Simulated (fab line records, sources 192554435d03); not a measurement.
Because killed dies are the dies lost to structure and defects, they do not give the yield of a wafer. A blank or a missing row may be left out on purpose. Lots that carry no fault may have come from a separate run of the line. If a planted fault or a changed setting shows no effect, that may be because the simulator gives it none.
fab line records + flow n5_finfet
record
- lots=9
- wafers=27
- last_day=18
route steps=1938 shown BEOL_M15@1788 PASSIVATION@1936
lots that met no fault: taken from a fault-free run of the same line
start_h: hours from the record's opening day to when the first of the lot's shown wafers began + wait_h: hours from the lot's prior step to this one + " same as the row above + L1.1+2: several wafers, shown together as one row + - no value, or no start given + * or withheld: withheld + < > ~ a bound
route shown NAME@n: NAME is a module with steps in the file, n the number in the route of the first one + usual: average and standard deviation across the fault-free wafers + same: alike in all rows + chamber/n: place in a boat + sites: per-site readings + _std_site: standard deviation across them + _edge_site: the outer-site mean with the inner-site mean subtracted + radius_mm: how far each site lies from the wafer's centre + mask NAME#n: copy n + behind: the most recent tool/chamber to have shaped the wafer + hold: the reason the lot was held/the length of the hold in hours/how it ended + device: whichever transistor did not switch (one of n, p or np) + end of line: the same wafers' tests at the end of the route + step lacking rows: just its recipe + killed: dies lost to structure and defects at the first sort, not the wafer's yield + map: shows each die of a wafer: x if killed, . if not, _ if none is there
set.NAME: setting as actually run; set.NAME@STEP: the setting as run at that earlier step + model.NAME: the simulator's own value behind a step, which no gauge read
steps of the route over a sample of lots; a table a step, a row a wafer
services: a tool's chamber out of use, with start hour (start_h, from the record's first day; less than 0 if before it), hours out, and reason
## steps
# step N5_BEOL_M15_VIA_ETCH_16
# recipe
- chemistry=C4F8/O2/Ar
- target=SiO2
- he_inner_torr=15
- he_outer_torr=30
- target_depth_a=17922
- time_s=withheld
- ion_energy_ev=800
- pressure_mtorr=20
- source_w=1905
- bias_w=2040
- Ar_flow_sccm=400
- C4F8_flow_sccm=16
- O2_flow_sccm=12
- ends=cleared
# usual
- drypump_motor_current_A=5.5/0.42
- he_outer_torr=29.99/0.068
- oes_product_au=0.75/0.057
- rf_vpp_V=2228/17
- showerhead_plenum_p_Torr=3.48/0.12
- throttle_valve_pct=30.89/0.21
| lot.wafer | tool        | chamber | start_h | wait_h | drypump_motor_current_A | he_outer_torr | oes_product_au | rf_vpp_V | showerhead_plenum_p_Torr | throttle_valve_pct |
|-----------|-------------|---------|---------|--------|-------------------------|---------------|----------------|----------|--------------------------|--------------------|
| L309.1    | rie_diel-03 | 0       | 250.12  | 0.0    | 5.2                     | 29.96         | 0.86           | 2227     | 3.66                     | 30.91              |
| L309.2    | "           | 1       | "       | "      | 5.9                     | 29.93         | 0.76           | 2212     | 3.48                     | 30.93              |
| L309.6    | "           | 3       | "       | "      | 4.8                     | 29.96         | 0.75           | 2220     | 3.34                     | 31.13              |
| L310.1    | rie_diel-03 | 1       | 254.46  | 0.0    | 5.9                     | 30.02         | 0.75           | 2212     | 3.48                     | 30.90              |
| L310.4    | "           | 2       | "       | "      | 5.4                     | 29.99         | 0.72           | 2206     | 3.59                     | 31.19              |
| L310.5    | "           | 3       | "       | "      | 4.7                     | 30.02         | 0.74           | 2220     | 3.34                     | 31.12              |
| L311.1    | rie_diel-04 | 1       | 255.68  | 0.0    | 5.7                     | 30.02         | 0.73           | 2237     | 3.33                     | 30.53              |
| L311.2    | "           | 2       | "       | "      | 5.7                     | 30.04         | 0.61           | 2218     | 3.52                     | 31.10              |
| L311.4    | "           | 2       | "       | "      | 5.7                     | 30.06         | 0.61           | 2217     | 3.52                     | 31.11              |
| L320.1    | rie_diel-04 | 0       | 312.25  | 0.0    | 5.8                     | 30.12         | 0.80           | 2265     | 3.51                     | 30.83              |
| L320.5    | "           | 3       | "       | "      | 6.5                     | 29.96         | 0.62           | 2202     | 3.27                     | 31.00              |
| L320.6    | "           | 2       | "       | "      | 5.8                     | 29.97         | 0.85           | 2216     | 3.51                     | 30.79              |
| L321.1    | rie_diel-04 | 2       | 317.42  | 0.0    | 5.7                     | 30.00         | 0.85           | 2215     | 3.51                     | 30.81              |
| L321.2    | "           | 1       | "       | "      | 5.7                     | 30.00         | 0.71           | 2234     | 3.32                     | 30.56              |
| L321.3    | "           | 3       | "       | "      | 6.5                     | 29.89         | 0.62           | 2202     | 3.27                     | 30.99              |
| L327.2    | rie_diel-03 | 0       | 355.05  | 0.0    | 5.2                     | 30.16         | 0.78           | 2225     | 3.65                     | 30.92              |
| L327.3    | "           | 3       | "       | "      | 4.7                     | 30.00         | 0.72           | 2220     | 3.32                     | 31.15              |
| L327.5    | "           | 3       | "       | "      | 4.8                     | 29.87         | 0.72           | 2218     | 3.32                     | 31.14              |
| L326.2    | rie_diel-01 | 0       | 361.19  | 0.0    | 5.1                     | 29.93         | 0.72           | 2229     | 3.60                     | 31.04              |
| L326.4    | "           | 2       | "       | "      | 5.5                     | 30.06         | 0.79           | 2217     | 3.38                     | 30.85              |
| L326.5    | "           | 0       | "       | "      | 5.1                     | 30.00         | 0.72           | 2229     | 3.60                     | 31.04              |
| L329.2    | rie_diel-01 | 1       | 374.60  | 0.0    | 6.0                     | 30.08         | 0.72           | 2248     | 3.60                     | 30.38              |
| L329.3    | "           | 3       | "       | "      | 5.4                     | 29.99         | 0.72           | 2247     | 3.46                     | 30.92              |
| L329.5    | "           | 3       | "       | "      | 5.4                     | 29.96         | 0.72           | 2247     | 3.46                     | 30.94              |
| L331.3    | rie_diel-01 | 0       | 401.59  | 0.0    | 5.1                     | 30.04         | 0.71           | 2228     | 3.59                     | 31.05              |
| L331.4    | "           | 1       | "       | "      | 6.0                     | 30.12         | 0.71           | 2247     | 3.59                     | 30.38              |
| L331.5    | "           | 3       | "       | "      | 5.4                     | 29.91         | 0.72           | 2247     | 3.45                     | 30.94              |
# step N5_BEOL_M15_STRIP_63
# recipe
- chemistry=O2
- power_w=600
- temp_c=60
- pressure_mtorr=30
- rf_frequency_hz=6e+07
- bias_power_w=0
- overash_fraction=0.3
- o2_flow_sccm=225
# usual
- drypump_motor_current_A=5.5/0.42
- oes_product_au=0.83/0.064
- rf_vpp_V=3.7/0.69
- showerhead_plenum_p_Torr=2.12/0.08
- throttle_valve_pct=16.63/0.19
| lot.wafer | tool        | chamber | start_h | wait_h | drypump_motor_current_A | oes_product_au | rf_hours_counter_h | rf_vpp_V | showerhead_plenum_p_Torr | throttle_valve_pct |
|-----------|-------------|---------|---------|--------|-------------------------|----------------|--------------------|----------|--------------------------|--------------------|
| L309.1    | rie_diel-03 | 0       | 250     | -      | 5.2                     | 0.95           | 3                  | 2.8      | 2.24                     | 16.54              |
| L309.2    | "           | 1       | "       | "      | 5.9                     | 0.84           | 66                 | 5.0      | 2.13                     | 16.61              |
| L309.6    | "           | 3       | "       | "      | 4.8                     | 0.83           | -                  | 5.3      | 2.03                     | 16.84              |
| L310.1    | rie_diel-03 | 1       | 254     | -      | 5.9                     | 0.84           | 68                 | 4.3      | 2.13                     | 16.61              |
| L310.4    | "           | 2       | "       | "      | 5.4                     | 0.80           | 109                | 3.8      | 2.21                     | 16.98              |
| L310.5    | "           | 3       | "       | "      | 4.8                     | 0.81           | -                  | 3.4      | 2.03                     | 16.81              |
| L311.1    | rie_diel-04 | 1       | 255     | -      | 5.7                     | 0.81           | 92                 | 4.6      | 2.04                     | 16.41              |
| L311.2    | "           | 2       | "       | "      | 5.8                     | 0.67           | 250                | 4.2      | 2.16                     | 17.01              |
| L311.4    | "           | 2       | "       | "      | 5.7                     | 0.67           | -                  | 5.3      | 2.16                     | 17.00              |
| L320.1    | rie_diel-04 | 0       | 312     | -      | 5.8                     | 0.91           | 21                 | 2.6      | 2.13                     | 16.43              |
| L320.5    | "           | 3       | "       | "      | 6.5                     | 0.68           | -                  | 2.8      | 1.98                     | 16.86              |
| L320.6    | "           | 2       | "       | "      | 5.7                     | 0.94           | -                  | 2.4      | 2.15                     | 16.56              |
| L321.1    | rie_diel-04 | 2       | 317     | -      | 5.8                     | 0.93           | 14                 | 3.6      | 2.15                     | 16.55              |
| L321.2    | "           | 1       | "       | "      | 5.7                     | 0.78           | 115                | 3.2      | 2.03                     | 16.46              |
| L321.3    | "           | 3       | "       | "      | 6.5                     | 0.68           | 248                | 4.2      | 1.98                     | 16.86              |
| L327.2    | rie_diel-03 | 0       | 355     | -      | 5.2                     | 0.86           | 33                 | 3.6      | 2.23                     | 16.62              |
| L327.3    | "           | 3       | "       | "      | 4.8                     | 0.79           | 104                | 3.9      | 2.02                     | 16.91              |
| L327.5    | "           | 3       | "       | "      | 4.7                     | 0.79           | -                  | 4.0      | 2.02                     | 16.90              |
| L326.2    | rie_diel-01 | 0       | 361     | -      | 5.1                     | 0.79           | 108                | 4.2      | 2.21                     | 16.72              |
| L326.4    | "           | 2       | "       | "      | 5.5                     | 0.88           | 45                 | 4.6      | 2.05                     | 16.50              |
| L326.5    | "           | 0       | "       | "      | 5.1                     | 0.81           | -                  | 4.1      | 2.21                     | 16.71              |
| L329.2    | rie_diel-01 | 1       | 374     | -      | 6.0                     | 0.79           | 93                 | 4.7      | 2.21                     | 16.36              |
| L329.3    | "           | 3       | "       | "      | 5.4                     | 0.80           | 113                | 3.6      | 2.11                     | 16.68              |
| L329.5    | "           | 3       | "       | "      | 5.4                     | 0.80           | -                  | 3.5      | 2.11                     | 16.67              |
| L331.3    | rie_diel-01 | 0       | 401     | -      | 5.1                     | 0.79           | 120                | 3.3      | 2.20                     | 16.77              |
| L331.4    | "           | 1       | "       | "      | 6.0                     | 0.78           | 101                | 4.3      | 2.21                     | 16.38              |
| L331.5    | "           | 3       | "       | "      | 5.4                     | 0.79           | -                  | 3.6      | 2.10                     | 16.72              |
# step N5_BEOL_M15_ETCH_57
# recipe
- chemistry=N2/H2
- target=SOC
- source_w=3000
- bias_w=350
- time_s=750
- ion_energy_ev=200
- pressure_mtorr=30
- n2_flow_sccm=200
- h2_flow_sccm=200
# usual
- drypump_motor_current_A=5.6/0.44
- oes_product_au=0.83/0.067
- rf_vpp_V=524.7/2.8
- showerhead_plenum_p_Torr=2.57/0.096
- throttle_valve_pct=17.71/0.19
| lot.wafer | tool        | chamber | start_h | wait_h | drypump_motor_current_A | oes_product_au | rf_hours_counter_h | rf_vpp_V | showerhead_plenum_p_Torr | throttle_valve_pct |
|-----------|-------------|---------|---------|--------|-------------------------|----------------|--------------------|----------|--------------------------|--------------------|
| L309.1    | rie_diel-03 | 0       | 250.65  | -      | 5.3                     | 0.96           | 3                  | 527.6    | 2.72                     | 17.63              |
| L309.2    | "           | 1       | "       | "      | 5.9                     | 0.84           | 67                 | 525.7    | 2.57                     | 17.66              |
| L309.6    | "           | 3       | "       | "      | 4.8                     | 0.82           | -                  | 522.0    | 2.47                     | 17.96              |
| L310.1    | rie_diel-04 | 1       | 255.11  | -      | 5.7                     | 0.81           | 91                 | 521.4    | 2.47                     | 17.53              |
| L310.4    | "           | 1       | "       | "      | 5.7                     | 0.81           | -                  | 522.3    | 2.47                     | 17.54              |
| L310.5    | "           | 3       | "       | "      | 6.5                     | 0.70           | -                  | 519.9    | 2.41                     | 17.84              |
| L311.1    | rie_diel-01 | 2       | 256.26  | -      | 5.5                     | 0.94           | 13                 | 522.7    | 2.50                     | 17.59              |
| L311.2    | "           | 0       | "       | "      | 5.1                     | 0.83           | 73                 | 528.4    | 2.69                     | 17.87              |
| L311.4    | "           | 1       | "       | "      | 6.0                     | 0.84           | 59                 | 526.4    | 2.69                     | 17.29              |
| L320.1    | rie_diel-04 | 2       | 312.83  | -      | 5.8                     | 0.94           | 11                 | 525.9    | 2.59                     | 17.55              |
| L320.5    | "           | 1       | "       | "      | 5.7                     | 0.79           | -                  | 522.2    | 2.46                     | 17.57              |
| L320.6    | "           | 2       | "       | "      | 5.8                     | 0.93           | -                  | 525.6    | 2.59                     | 17.53              |
| L321.1    | rie_diel-03 | 2       | 318.09  | -      | 5.4                     | 0.79           | 127                | 527.5    | 2.66                     | 18.07              |
| L321.2    | "           | 3       | "       | "      | 4.7                     | 0.81           | 92                 | 521.7    | 2.46                     | 17.95              |
| L321.3    | "           | 0       | "       | "      | 5.2                     | 0.89           | 22                 | 527.7    | 2.71                     | 17.64              |
| L327.2    | rie_diel-01 | 1       | 355.56  | -      | 6.0                     | 0.80           | 87                 | 526.6    | 2.67                     | 17.35              |
| L327.3    | "           | 3       | "       | "      | 5.4                     | 0.80           | 106                | 524.9    | 2.56                     | 17.75              |
| L327.5    | "           | 3       | "       | "      | 5.4                     | 0.82           | -                  | 524.1    | 2.56                     | 17.76              |
| L326.2    | rie_diel-01 | 2       | 361.70  | -      | 5.5                     | 0.87           | 45                 | 522.5    | 2.49                     | 17.65              |
| L326.4    | "           | 3       | "       | "      | 5.4                     | 0.80           | 109                | 523.5    | 2.56                     | 17.78              |
| L326.5    | "           | 3       | "       | "      | 5.4                     | 0.80           | -                  | 525.8    | 2.56                     | 17.76              |
| L329.2    | rie_diel-04 | 0       | 375.11  | -      | 5.8                     | 0.86           | 43                 | 524.2    | 2.58                     | 17.61              |
| L329.3    | "           | 3       | "       | "      | 6.5                     | 0.95           | 7                  | 530.1    | 2.71                     | 17.46              |
| L329.5    | "           | 3       | "       | "      | 6.5                     | 0.95           | -                  | 528.4    | 2.71                     | 17.45              |
| L331.3    | rie_diel-04 | 1       | 402.10  | -      | 5.7                     | 0.76           | 143                | 521.0    | 2.44                     | 17.60              |
| L331.4    | "           | 3       | "       | "      | 6.5                     | 0.90           | 16                 | 528.2    | 2.71                     | 17.49              |
| L331.5    | "           | 3       | "       | "      | 6.5                     | 0.92           | -                  | 528.3    | 2.71                     | 17.47              |
# step N5_BEOL_M15_INSPECT_30
# recipe
- mode=adi
- inspect_instrument=macro
# usual
- raw_defect_count=2/1.5
| lot.wafer | tool              | chamber | start_h | wait_h | raw_defect_count |
|-----------|-------------------|---------|---------|--------|------------------|
| L309.1    | defect_inspect-02 | -       | 251.60  | 0.0    | 2                |
| L309.2    | "                 | -       | "       | "      | 2                |
| L309.6    | "                 | -       | "       | "      | 2                |
| L310.1    | defect_inspect-01 | -       | 256.06  | 0.0    | 0                |
| L310.4    | "                 | -       | "       | "      | 1                |
| L310.5    | "                 | -       | "       | "      | 1                |
| L311.1    | defect_inspect-02 | -       | 257.09  | 0.0    | 0                |
| L311.2    | "                 | -       | "       | "      | 2                |
| L311.4    | "                 | -       | "       | "      | 3                |
| L320.1    | defect_inspect-01 | -       | 313.66  | 0.0    | 0                |
| L320.5    | "                 | -       | "       | "      | 267              |
| L320.6    | "                 | -       | "       | "      | 2                |
| L321.1    | defect_inspect-01 | -       | 319.05  | 0.0    | 4                |
| L321.2    | "                 | -       | "       | "      | 2                |
| L321.3    | "                 | -       | "       | "      | 256              |
| L327.2    | defect_inspect-02 | -       | 356.39  | 0.0    | 2                |
| L327.3    | "                 | -       | "       | "      | 0                |
| L327.5    | "                 | -       | "       | "      | 6                |
| L326.2    | defect_inspect-01 | -       | 362.65  | 0.0    | 5                |
| L326.4    | "                 | -       | "       | "      | 1                |
| L326.5    | "                 | -       | "       | "      | 3                |
| L329.2    | defect_inspect-01 | -       | 375.94  | 0.0    | 3                |
| L329.3    | "                 | -       | "       | "      | 0                |
| L329.5    | "                 | -       | "       | "      | 4                |
| L331.3    | defect_inspect-01 | -       | 402.93  | 0.0    | 0                |
| L331.4    | "                 | -       | "       | "      | 3                |
| L331.5    | "                 | -       | "       | "      | 0                |
# step N5_BEOL_M15_DESCUM_33
# recipe
- chemistry=O2
- time_s=7.9
- source_power_w=50
- bias_power_w=20
- pressure_mtorr=20
- rf_frequency_hz=2.712e+07
- temp_c=40
- o2_flow_sccm=225
# usual
- drypump_motor_current_A=5.5/0.43
- oes_product_au=0.83/0.06
- rf_vpp_V=243.6/1.4
- showerhead_plenum_p_Torr=2.12/0.08
- throttle_valve_pct=20.40/0.19
| lot.wafer | tool        | chamber | start_h | wait_h | drypump_motor_current_A | oes_product_au | rf_hours_counter_h | rf_vpp_V | showerhead_plenum_p_Torr | throttle_valve_pct |
|-----------|-------------|---------|---------|--------|-------------------------|----------------|--------------------|----------|--------------------------|--------------------|
| L309.1    | rie_diel-01 | 2       | 252.12  | 0.5    | 5.5                     | 0.94           | 11                 | 242.2    | 2.05                     | 20.22              |
| L309.2    | "           | 0       | "       | "      | 5.1                     | 0.84           | 71                 | 244.2    | 2.22                     | 20.49              |
| L309.6    | "           | 1       | "       | "      | 6.0                     | 0.83           | -                  | 244.6    | 2.22                     | 20.03              |
| L310.1    | rie_diel-03 | 2       | 256.17  | 0.1    | 5.4                     | 0.79           | 110                | 246.1    | 2.20                     | 20.78              |
| L310.4    | "           | 1       | "       | "      | 5.9                     | 0.82           | 69                 | 243.2    | 2.12                     | 20.40              |
| L310.5    | "           | 0       | "       | "      | 5.2                     | 0.91           | -                  | 246.5    | 2.24                     | 20.35              |
| L311.1    | rie_diel-03 | 2       | 257.12  | 0.0    | 5.4                     | 0.80           | 110                | 244.2    | 2.20                     | 20.76              |
| L311.2    | "           | 0       | "       | "      | 5.2                     | 0.93           | 6                  | 246.9    | 2.24                     | 20.36              |
| L311.4    | "           | 3       | "       | "      | 4.7                     | 0.82           | 81                 | 242.0    | 2.02                     | 20.63              |
| L320.1    | rie_diel-01 | 3       | 314.71  | 1.0    | 5.4                     | 0.82           | 94                 | 243.6    | 2.11                     | 20.42              |
| L320.5    | "           | 2       | "       | "      | 5.6                     | 0.88           | -                  | 241.4    | 2.05                     | 20.24              |
| L320.6    | "           | 3       | "       | "      | 5.4                     | 0.82           | -                  | 243.0    | 2.11                     | 20.44              |
| L321.1    | rie_diel-03 | 0       | 319.11  | 0.1    | 5.2                     | 0.88           | 22                 | 244.0    | 2.23                     | 20.38              |
| L321.2    | "           | 3       | "       | "      | 4.7                     | 0.81           | 93                 | 241.9    | 2.02                     | 20.65              |
| L321.3    | "           | 1       | "       | "      | 5.9                     | 0.82           | 85                 | 244.2    | 2.12                     | 20.42              |
| L327.2    | rie_diel-04 | 3       | 356.43  | 0.0    | 6.5                     | 0.98           | 1                  | 245.5    | 2.24                     | 20.20              |
| L327.3    | "           | 2       | "       | "      | 5.8                     | 0.90           | 26                 | 244.0    | 2.14                     | 20.39              |
| L327.5    | "           | 0       | "       | "      | 5.8                     | 0.88           | -                  | 244.2    | 2.12                     | 20.25              |
| L326.2    | rie_diel-01 | 2       | 362.84  | 0.2    | 5.5                     | 0.87           | 46                 | 242.0    | 2.04                     | 20.28              |
| L326.4    | "           | 3       | "       | "      | 5.4                     | 0.79           | 109                | 242.5    | 2.10                     | 20.47              |
| L326.5    | "           | 3       | "       | "      | 5.4                     | 0.80           | -                  | 243.1    | 2.10                     | 20.45              |
| L329.2    | rie_diel-03 | 1       | 375.97  | 0.0    | 5.9                     | 0.80           | 103                | 243.1    | 2.11                     | 20.44              |
| L329.3    | "           | 2       | "       | "      | 5.4                     | 0.76           | 142                | 243.4    | 2.19                     | 20.83              |
| L329.5    | "           | 3       | "       | "      | 4.8                     | 0.79           | -                  | 243.7    | 2.01                     | 20.69              |
| L331.3    | rie_diel-03 | 0       | 403.06  | 0.1    | 5.2                     | 0.85           | 48                 | 244.7    | 2.22                     | 20.40              |
| L331.4    | "           | 3       | "       | "      | 4.8                     | 0.78           | 117                | 242.6    | 2.01                     | 20.71              |
| L331.5    | "           | 3       | "       | "      | 4.8                     | 0.78           | -                  | 243.0    | 2.01                     | 20.70              |
# step N5_PASSIVATION_PROBE_49
# usual
- defect_limited_yield=91.1/1.3
- killed_at_M0_to_M3=34/10
- killed_at_M4_up=14/5.7
- killed_at_contacts=12/5.9
- killed_at_front_end=41/12
- killed_at_other=4/3.1
- killed_dies=105/15
- killed_on_rim=14/4.2
- killed_open=69/11
- killed_short=35/7.8
- sort_bin_5_function=5.3/0.81
- sort_bin_6_memory=3.3/0.75
- sort_n_pass=1075/15
- sort_yield_pct=91.1/1.3
# same
- gross_dies=1180
- killed_at_back_side=0
- sort_bin_4_leakage[%]=0
- sort_bin_8_speed[%]=0
| lot.wafer | tool      | chamber | start_h | wait_h | defect_limited_yield[%] | killed_at_M0_to_M3 | killed_at_M4_up | killed_at_contacts | killed_at_front_end | killed_at_other | killed_dies | killed_on_rim | killed_open | killed_short | sort_bin_5_function[%] | sort_bin_6_memory[%] | sort_n_pass | sort_yield_pct[%] |
|-----------|-----------|---------|---------|--------|-------------------------|--------------------|-----------------|--------------------|---------------------|-----------------|-------------|---------------|-------------|--------------|------------------------|----------------------|-------------|-------------------|
| L320.1    | prober-02 | -       | 336.77  | 0.0    | 90.8                    | 47                 | 14              | 5                  | 38                  | 5               | 109         | 9             | 73          | 33           | 4.6                    | 4.4                  | 1071        | 90.8              |
| L320.5    | prober-02 | -       | 336.97  | 0.2    | 84.2                    | 48                 | 91              | 16                 | 26                  | 5               | 186         | 31            | 79          | 33           | 10.8                   | 4.2                  | 994         | 84.2              |
| L320.6    | prober-02 | -       | 337.02  | 0.3    | 92.3                    | 32                 | 12              | 12                 | 32                  | 3               | 91          | 19            | 71          | 18           | 4.2                    | 3.5                  | 1089        | 92.3              |
| L321.1    | prober-02 | -       | 343.66  | 0.0    | 91.0                    | 25                 | 21              | 12                 | 42                  | 6               | 106         | 9             | 66          | 39           | 5.0                    | 3.6                  | 1074        | 91.0              |
| L321.2    | prober-02 | -       | 343.71  | 0.1    | 89.7                    | 37                 | 19              | 9                  | 52                  | 4               | 121         | 17            | 81          | 40           | 6.3                    | 3.7                  | 1059        | 89.7              |
| L321.3    | prober-02 | -       | 343.76  | 0.1    | 83.8                    | 26                 | 82              | 15                 | 60                  | 8               | 191         | 32            | 77          | 40           | 9.6                    | 5.0                  | 989         | 83.8              |
# killed by level:class
L320.1 BEOL_M2:geometric_particle:open=14 STI_FIN_REVEAL:geometric_particle:open=10 BEOL_M1:geometric_particle:open=8 BEOL_M0_SAQP:geometric_particle:open=8 GATE_CUT:geometric_particle:short=6 BEOL_M3:geometric_particle:open=6 STARTING-WAFER:geometric_particle:open=5 BEOL_M0_SAQP:geometric_particle:short=5
L320.5 BEOL_M15:unspecified=74 BEOL_M2:geometric_particle:open=17 MOL_CONTACT_COAG:geometric_particle:open=15 BEOL_M4:geometric_particle:open=13 BEOL_M0_SAQP:geometric_particle:short=9 BEOL_M1:geometric_particle:open=8 BEOL_M0_SAQP:geometric_particle:open=5 BEOL_M3:geometric_particle:open=5
L320.6 MOL_CONTACT_COAG:geometric_particle:open=11 BEOL_M2:geometric_particle:open=11 ILD0:geometric_particle:open=7 BEOL_M0_SAQP:geometric_particle:open=6 DUMMY_GATE:geometric_particle:open=5 BEOL_M0_SAQP:geometric_particle:short=5 BEOL_M4:geometric_particle:open=5 BEOL_M5:geometric_particle:open=5
L321.1 BEOL_M4:geometric_particle:open=12 MOL_CONTACT_COAG:geometric_particle:open=10 FIN_SAQP:geometric_particle:short=8 FIN_SAQP:geometric_particle:open=7 BEOL_M0_SAQP:geometric_particle:open=6 STI_FIN_REVEAL:geometric_particle:open=5 ILD0:geometric_particle:short=5 BEOL_M1:geometric_particle:open=5
L321.2 FIN_SAQP:geometric_particle:short=12 STI_FIN_REVEAL:geometric_particle:open=12 FIN_SAQP:geometric_particle:open=11 BEOL_M4:geometric_particle:open=11 BEOL_M0_SAQP:geometric_particle:open=10 BEOL_M2:geometric_particle:open=8 BEOL_M0_SAQP:geometric_particle:short=8 MOL_CONTACT_COAG:geometric_particle:open=7
L321.3 BEOL_M15:unspecified=72 STI_FIN_REVEAL:geometric_particle:open=15 MOL_CONTACT_COAG:geometric_particle:open=12 FIN_SAQP:geometric_particle:open=10 GATE_CUT:geometric_particle:short=8 BEOL_M4:geometric_particle:open=8 BEOL_M0_SAQP:geometric_particle:short=7 BEOL_M2:geometric_particle:open=6
## services
| tool        | chamber | start_h | hours | kind                          |
|-------------|---------|---------|-------|-------------------------------|
| rie_diel-04 | -       | 226.56  | 15.6  | pm                            |
| rie_diel-04 | 0       | 242.16  | -     | clean                         |
| rie_diel-04 | 0       | 242.16  | -     | consumable_replace:focus_ring |
| rie_diel-04 | 0       | 242.16  | 16.1  | scheduled_down                |
| rie_diel-04 | 0       | 242.16  | 16.1  | vent_cycle                    |
| rie_diel-04 | 1       | 246.44  | 6.6   | repair                        |
| rie_diel-04 | 2       | 248.61  | 3.7   | repair                        |
| rie_diel-04 | 2       | 258.24  | -     | clean                         |
| rie_diel-04 | 2       | 258.24  | -     | consumable_replace:focus_ring |
| rie_diel-04 | 2       | 258.24  | 21.9  | scheduled_down                |
| rie_diel-04 | 2       | 258.24  | 21.9  | vent_cycle                    |
| rie_diel-01 | 0       | 269.66  | 2.1   | repair                        |
| rie_diel-01 | 0       | 275.75  | 4.7   | repair                        |
| rie_diel-03 | 3       | 282.13  | 10.9  | repair                        |
| rie_diel-03 | -       | 298.97  | 15.6  | pm                            |
| rie_diel-01 | 2       | 321.53  | 13.2  | repair                        |
| rie_diel-04 | 1       | 326.25  | 8.7   | repair                        |
| rie_diel-04 | 3       | 329.91  | 4.1   | repair                        |
| rie_diel-04 | 3       | 334.93  | -     | clean                         |
| rie_diel-04 | 3       | 334.93  | -     | consumable_replace:focus_ring |
| rie_diel-04 | 2       | 347.19  | 1.6   | repair                        |
| rie_diel-03 | -       | 367.22  | 0.3   | repair                        |
| rie_diel-04 | 2       | 381.90  | 8.8   | repair                        |
| rie_diel-03 | -       | 393.47  | 0.4   | repair                        |
## key
first_sign
- step=N5_BEOL_M15_INSPECT_30
- reading=raw_defect_count
- direction=up
- sigmas=99+
- usual=2
- struck=261.5
effect
- step=N5_PASSIVATION_PROBE_49
- reading=killed_at_M4_up
- direction=up
- sigmas=13
- usual=14
- struck=86
more_kills_born_at
- N5_BEOL_M15_STRIP_63@rie_diel-04=146
met_at N5_BEOL_M15_STRIP_63
struck_lots L320,L321
struck_wafers L320.5,L321.3
not_acting_at N5_BEOL_M15_VIA_ETCH_16,N5_BEOL_M15_ETCH_57,N5_BEOL_M15_DESCUM_33
fault
- kind=chamber_particle_source
- tool=rie_diel-04
- chamber=3
- onset_h=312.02
- steps=N5_BEOL_M15_STRIP_63
- rate_per_visit_cm2=0.4326
- end_h=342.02
